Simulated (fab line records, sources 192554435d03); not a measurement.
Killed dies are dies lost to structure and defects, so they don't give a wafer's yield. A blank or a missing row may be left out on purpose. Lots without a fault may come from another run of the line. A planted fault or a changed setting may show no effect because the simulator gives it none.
Chamber matching | flow n5_finfet | N5_FIN_SAQP_ETCH_34 on rie_diel-04: 4 sister chambers
The step etches SiO2 in C4F6/O2, target depth 45 nm, time 15 s. 16 wafers are shown with their chamber, then 8 later ones without.

WAFERS WITH THEIR CHAMBER
wafer  | chamber | drypump_motor_current_A (A) | showerhead_plenum_p_Torr (Torr) | rf_vpp_V (V)
L076.4 | 0       | 5.5                         | 2.92                            | 665
L076.5 | 3       | 5.4                         | 2.90                            | 659
L076.6 | 2       | 5.7                         | 2.91                            | 662
L084.1 | 2       | 5.6                         | 2.90                            | 660
L084.2 | 3       | 5.4                         | 2.89                            | 659
L084.4 | 3       | 5.4                         | 2.89                            | 659
L086.1 | 0       | 5.5                         | 2.92                            | 678
L086.3 | 1       | 4.8                         | 2.82                            | 666
L086.4 | 2       | 5.7                         | 2.90                            | 662
L089.1 | 0       | 5.5                         | 2.91                            | 677
L089.4 | 3       | 5.4                         | 2.89                            | 660
L089.6 | 0       | 5.5                         | 2.91                            | 678
L091.3 | 3       | 5.4                         | 2.88                            | 659
L091.4 | 0       | 5.5                         | 2.91                            | 678
L091.6 | 3       | 5.4                         | 2.88                            | 660
L093.1 | 3       | 5.4                         | 2.88                            | 659

SIGNATURES (means of the wafers above)
reading                  | chamber 0 | chamber 1 | chamber 2 | chamber 3 | scatter within a chamber
drypump_motor_current_A  | 5.500     | 4.800     | 5.667     | 5.400     | 0.0236
showerhead_plenum_p_Torr | 2.9140    | 2.8200    | 2.9033    | 2.8871    | 0.00664
rf_vpp_V                 | 675.20    | 666.00    | 661.33    | 659.29    | 3.35
Rule: a wafer's distance from a chamber is the root of the sum, over the readings, of the square of ((its reading less the chamber's mean) divided by the reading's scatter). The wafer belongs to the nearest chamber; if the next one is less than 2 further off, it can't be placed. The scatter: the root of (the sum of the squares of (reading less its chamber's mean) over the shown wafers, divided by (wafers less chambers)).

WAFERS WITHOUT THEIR CHAMBER
wafer  | drypump_motor_current_A (A) | showerhead_plenum_p_Torr (Torr) | rf_vpp_V (V)
L093.4 | 5.5                         | 2.91                            | 676
L093.6 | 5.5                         | 2.91                            | 678
L095.2 | 5.4                         | 2.88                            | 659
L095.3 | 5.5                         | 2.91                            | 677
L095.6 | 5.4                         | 2.88                            | 657
L097.3 | 5.7                         | 2.89                            | 660
L097.4 | 5.5                         | 2.90                            | 679
L097.6 | 5.4                         | 2.88                            | 658

WHICH CHAMBER EACH WENT THROUGH
wafer  | from the rows above | in truth
L093.4 | 0                   | 0
L093.6 | 0                   | 0
L095.2 | 3                   | 3
L095.3 | 0                   | 0
L095.6 | 3                   | 3
L097.3 | 2                   | 2
L097.4 | 0                   | 0
L097.6 | 3                   | 3
Placed correctly: 8 of 8. Can't be placed from these rows: 0. Placed wrongly: 0.
